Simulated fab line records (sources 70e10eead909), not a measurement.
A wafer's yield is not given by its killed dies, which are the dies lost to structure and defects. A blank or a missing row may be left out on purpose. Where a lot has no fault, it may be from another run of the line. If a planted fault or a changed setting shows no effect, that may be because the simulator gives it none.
Which tool is to blame?    flow nand_harc    12 lots with 36 wafers sampled at 6 steps, on a route of 1159 steps

== WHAT THE GAUGES SHOWED, per wafer ==
NHARC_P_ZERO_WELL_INSPECT_43. Usual: raw_defect_count reads 13 (standard deviation 6).
lot   measured     on                 raw_defect_count  flag
L271  day 1 20:09  defect_inspect-02  15 20 13          
L272  day 2 01:47  defect_inspect-02  10 9 11           
L273  day 2 07:30  defect_inspect-02  2 17 9            
L274  day 2 13:35  defect_inspect-01  27 7 13           
L275  day 2 19:11  defect_inspect-02  22 28 19          
L276  day 3 01:43  defect_inspect-02  11 3 9            
L277  day 3 07:26  defect_inspect-02  10 5 12           
L279  day 3 20:21  defect_inspect-01  8 19 15           
L287  day 5 19:38  defect_inspect-01  646 631 619       OFF
L288  day 6 01:25  defect_inspect-01  644 629 647       OFF
L289  day 6 07:26  defect_inspect-02  22 16 13          
L293  day 7 07:39  defect_inspect-02  15 4 7            

NHARC_P_STI_OCD_MEAS_43. Usual: trench_depth_nm 302 nm, standard deviation 3.6; trench_foot_cd_nm 156.3 nm, standard deviation 2.2.
lot   measured     on      trench_depth_nm (nm)  trench_foot_cd_nm (nm)  flag
L271  day 2 17:14  ocd-01  299 304 298           152.2 149.8 155.1       
L272  day 2 17:02  ocd-02  302 296 301           155.7 160.9 155.7       
L273  day 3 05:03  ocd-01  296 301 301           158.1 157.3 155.9       
L274  day 3 05:13  ocd-02  310 302 306           153.2 156.4 154.3       
L275  day 3 13:07  ocd-02  302 310 301           159.5 155.6 158.8       
L276  day 3 20:25  ocd-01  305 305 300           158.1 156.4 155.4       
L277  day 4 00:03  ocd-01  300 296 302           157.7 157.8 156.7       
L279  day 4 14:09  ocd-02  302 299 300           158.2 155.7 157.9       
L287  day 6 12:52  ocd-01  308 305 304           157.8 157.0 156.7       
L288  day 6 18:04  ocd-01  308 302 303           154.5 158.1 153.1       
L289  day 7 01:29  ocd-01  300 308 301           157.2 153.0 155.4       
L293  day 8 00:17  ocd-01  302 306 305           157.7 154.2 157.9       

NHARC_P_GATE_CD_MEAS_11: target cd 1640 nm. Usual: cd_nm reads 1639.3 nm (standard deviation 1.7).
lot   measured     on         cd_nm (nm)            flag
L271  day 4 03:34  cd_sem-02  1634.4 1637.1 1639.8  
L272  day 4 03:14  cd_sem-02  1641.0 1642.2 1639.2  
L273  day 4 18:46  cd_sem-02  1640.5 1638.4 1637.6  
L274  day 4 18:37  cd_sem-01  1638.2 1638.9 1637.7  
L275  day 4 23:18  cd_sem-03  1639.5 1638.0 1638.4  
L276  day 5 06:34  cd_sem-01  1640.6 1640.9 1642.4  
L277  day 5 06:44  cd_sem-02  1638.1 1639.0 1640.6  
L279  day 6 04:13  cd_sem-03  1638.6 1640.2 1641.4  
L287  day 8 02:44  cd_sem-01  1640.0 1636.8 1639.2  
L288  day 8 02:34  cd_sem-02  1640.2 1640.3 1636.7  
L289  day 8 19:35  cd_sem-01  1639.2 1639.3 1640.7  
L293  day 9 11:31  cd_sem-02  1641.0 1639.7 1640.7  

NHARC_END_SORT_01. Usual: killed_at_array 26, standard deviation 9; killed_at_other 0.8, standard deviation 1.2; killed_at_periphery 3.2, standard deviation 2.3; killed_dies 30, standard deviation 9.1; killed_open 3.5, standard deviation 2; killed_short 1.8, standard deviation 1.4.
lot   measured      on         killed_at_array  killed_at_other  killed_at_periphery  killed_dies  killed_open  killed_short  flag
L287  day 23 02:52  prober-01  21 22 21         0 3 2            79 64 99             100 89 122   3 2 3        1 4 2         OFF
L288  day 23 14:46  prober-01  15 35 34         0 0 0            96 84 89             111 119 123  4 2 3        1 1 0         OFF

== TOOL THAT RAN EACH LOT (tool first, then ch and the chambers of the sampled wafers, then the start) ==
lot   NHARC_P_ZERO_WELL_STRIP_56          NHARC_P_ZERO_WELL_RTA_42
L271  wet_bench-01 ch 1,3,4, day 1 18:23  rtp_anneal-01 ch 0, day 1 18:49
L272  wet_bench-01 ch 2,3,6, day 2 00:40  rtp_anneal-01 ch 0, day 2 01:07
L273  wet_bench-01 ch 0,2,3, day 2 06:22  rtp_anneal-01 ch 0, day 2 06:55
L274  wet_bench-05 ch 3,4,6, day 2 12:29  rtp_anneal-01 ch 0, day 2 13:01
L275  wet_bench-02 ch 0,4,7, day 2 18:04  rtp_anneal-02 ch 0, day 2 18:29
L276  wet_bench-01 ch 0,6,7, day 3 00:35  rtp_anneal-02 ch 0, day 3 01:08
L277  wet_bench-05 ch 1,5,6, day 3 06:19  rtp_anneal-02 ch 0, day 3 06:52
L279  wet_bench-01 ch 0,2,3, day 3 18:37  rtp_anneal-02 ch 0, day 3 19:15
L287  wet_bench-05 ch 2,4,7, day 5 18:31  rtp_anneal-01 ch 0, day 5 18:58
L288  wet_bench-05 ch 0,4,5, day 6 00:19  rtp_anneal-01 ch 0, day 6 00:44
L289  wet_bench-01 ch 3,5,6, day 6 06:20  rtp_anneal-02 ch 0, day 6 06:46
L293  wet_bench-01 ch 2,4,7, day 7 06:32  rtp_anneal-02 ch 0, day 7 06:59
- NHARC_P_ZERO_WELL_STRIP_56: strips in SPM, time 840 s.
- NHARC_P_ZERO_WELL_RTA_42: time 300 s.

== WHAT THE TOOLS THEMSELVES READ (means of the sampled wafers that have a number; where no wafer has one, the mark that the record gives instead) ==
NHARC_P_ZERO_WELL_RTA_42. Usual: lamp_power_pct 40 %, standard deviation 5.4; lamp_zone_1_pct 40 %, standard deviation 5.4; lamp_zone_3_pct 40 %, standard deviation 5.4; wafer_temp_C_max 1103.7, standard deviation 1.1.
lot   tool           lamp_power_pct (%)  lamp_zone_1_pct (%)  lamp_zone_3_pct (%)  wafer_temp_C_max  flag
L271  rtp_anneal-01  33                  33                   33                   1105.1            
L272  rtp_anneal-01  33                  33                   33                   1103.7            
L273  rtp_anneal-01  33                  33                   33                   1104.8            
L274  rtp_anneal-01  33                  33                   33                   1104.5            
L275  rtp_anneal-02  44                  44                   44                   1103.1            
L276  rtp_anneal-02  44                  44                   44                   1103.8            
L277  rtp_anneal-02  44                  44                   44                   1102.4            
L279  rtp_anneal-02  44                  44                   44                   1103.6            
L287  rtp_anneal-01  33                  33                   33                   1104.2            
L288  rtp_anneal-01  33                  33                   33                   1105.9            
L289  rtp_anneal-02  44                  44                   44                   1104.2            
L293  rtp_anneal-02  44                  44                   44                   1103.6            

== THE ANSWER, worked out from the rows above alone ==
Rule: take the mean of a lot's wafers that have a number; if it is more than 3 standard deviations from the usual mean, the lot is off. A lot without any number at a reading at which 4 lots or more have one is off too. All remaining lots with rows at the step are treated as sound. After the gauges, taken in route order, come the tools' own readings; for these a lot's mean is taken, as printed above. At the first step where some lot is off, the reading lying furthest off is the one used; lots without a number count as furthest.
Off: L287, L288, at NHARC_P_ZERO_WELL_INSPECT_43 (raw_defect_count).
A tool fits if, at a process step before that reading, it ran every lot that is off, and no sound lot after the first of them. Not tried: the gauges at NHARC_P_ZERO_WELL_INSPECT_43; whatever is off there is also off at NHARC_END_SORT_01, on other tools, and gauge error can't account for it. Undecided on this evidence; 2 tools fit (wet_bench-05 at NHARC_P_ZERO_WELL_STRIP_56, rtp_anneal-01 at NHARC_P_ZERO_WELL_RTA_42).

== WHAT THE SIMULATOR HAD PUT IN ==
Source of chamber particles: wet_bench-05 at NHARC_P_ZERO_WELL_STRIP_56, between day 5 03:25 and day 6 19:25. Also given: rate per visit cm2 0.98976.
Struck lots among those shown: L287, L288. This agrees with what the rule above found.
